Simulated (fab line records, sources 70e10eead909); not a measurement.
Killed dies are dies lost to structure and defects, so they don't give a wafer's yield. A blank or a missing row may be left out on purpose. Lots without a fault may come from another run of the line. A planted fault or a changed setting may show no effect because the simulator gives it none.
A struck lot beside a sound one | flow nand_harc | 14 steps out of a route of 1302
Sound: wafers L669.2, L669.4, L669.5. Struck: wafer L662.1. (L662.3, L662.6 of the same lot were not struck and are left out.) The cause comes at the end.
At each step with rows: each side's tool, then ch and its chambers, then its first start. Under that, the readings that differ: sound wafers | struck wafers | difference of the means | sigmas: that difference in standard deviations of wafers without a fault.
alike: readings whose means differ by less than 2 such deviations, and words and numbers that are the same on both sides. not compared: withheld readings, readings that some wafer has no value for, bounds like >300 that may hide the same value, and numbers for which the record gives no deviation and whose values overlap.
The two part at a step that has a row with sigmas, a row that says differs or no value, or rows on one side only. Numbers that don't overlap but have no deviation are shown without sigmas and don't part them. A reading that every wafer of one side lacks parts them only if that side has two wafers or more.

first, 1 step without rows for these wafers: NHARC_A_STAIRCASE_HARDBAKE_10 (time 140 s).
NHARC_A_STAIRCASE_DESCUM_11: chemistry O2, time 3 s.
  sound on rie_diel-13 ch 1,2,3, day 24 10:28; struck on rie_diel-13 ch 2, day 22 03:01
  reading                | sound                | struck | difference | sigmas
  throttle_valve_pct (%) | 11.306 11.321 11.298 | 11.278 | -0.030     | -3
  alike: drypump_motor_current_A, oes_product_au, rf_vpp_V, showerhead_plenum_p_Torr
  not compared: rf_hours_counter_h
NHARC_A_STAIRCASE_TRIM_12: chemistry O2, time 211.2 s.
  sound on rie_diel-13 ch 2,3, day 24 10:33; struck on rie_diel-13 ch 1, day 22 03:07
  alike: drypump_motor_current_A, oes_product_au, rf_vpp_V, showerhead_plenum_p_Torr, throttle_valve_pct
  not compared: rf_hours_counter_h
NHARC_A_STAIRCASE_ETCH_13: etches the open film in C4F8/O2, target depth 100 nm, time 40.5 s.
  sound on rie_diel-13 ch 0,3; struck on rie_diel-13 ch 3
  alike: oes_product_au, rf_vpp_V
  not compared: rf_hours_counter_h
then, 2 steps without rows for these wafers: NHARC_A_STAIRCASE_TRIM_14 (chemistry O2, time 211.2 s); NHARC_A_STAIRCASE_ETCH_15 (etches the open film in C4F8/O2, target depth 100 nm, time 40.5 s).
NHARC_A_STAIRCASE_TRIM_16: chemistry O2, time 211.2 s.
  sound on rie_diel-13 ch 0,1; struck on rie_diel-13 ch 3
  reading      | sound          | struck | difference | sigmas
  rf_vpp_V (V) | 56.9 58.1 58.5 | 59.9   | +2.1       | +2
  alike: drypump_motor_current_A, oes_product_au, showerhead_plenum_p_Torr, throttle_valve_pct
  not compared: rf_hours_counter_h
NHARC_A_STAIRCASE_ETCH_17: etches the open film in C4F8/O2, target depth 100 nm, time 40.5 s.
  sound on rie_diel-13 ch 0,2,3; struck on rie_diel-13 ch 2
  alike: oes_product_au, rf_vpp_V
  not compared: rf_hours_counter_h
then, 3 steps without rows for these wafers: NHARC_A_STAIRCASE_TRIM_18 (chemistry O2, time 211.2 s); NHARC_A_STAIRCASE_ETCH_19 (etches the open film in C4F8/O2, target depth 100 nm, time 40.5 s); NHARC_A_STAIRCASE_TRIM_20 (chemistry O2, time 211.2 s).
NHARC_A_STAIRCASE_ETCH_21: etches the open film in C4F8/O2, target depth 100 nm, time 40.5 s.
  sound on rie_diel-12 ch 0,1, day 24 11:53; struck on rie_diel-02 ch 3, day 22 04:21
  reading               | sound             | struck | difference | sigmas
  oes_product_au (a.u.) | 0.969 0.960 0.969 | 0.781  | -0.185     | -12
  alike: rf_vpp_V
  not compared: rf_hours_counter_h
then, 1 step without rows for these wafers: NHARC_A_STAIRCASE_TRIM_22 (chemistry O2, time 211.2 s).
-- the record jumps here: 9 days lie between the struck wafers' starts before and after (it left off in module A_STAIRCASE and takes up again in module END, whose first step shown is number 1302 of the route) --
NHARC_END_SORT_01:
  sound on prober-01 ch 0, day 33 04:17; struck on prober-02 ch 0, day 30 20:56
  reading         | sound    | struck | difference | sigmas
  killed_at_array | 51 50 37 | 672    | +626       | +35
  killed_dies     | 54 56 39 | 677    | +627       | +35
  alike: killed_at_other, killed_at_periphery, killed_open, killed_short

WHERE THEY PART
First at NHARC_A_STAIRCASE_DESCUM_11; last, within this record, at NHARC_END_SORT_01.

WHY: what the simulator had put in
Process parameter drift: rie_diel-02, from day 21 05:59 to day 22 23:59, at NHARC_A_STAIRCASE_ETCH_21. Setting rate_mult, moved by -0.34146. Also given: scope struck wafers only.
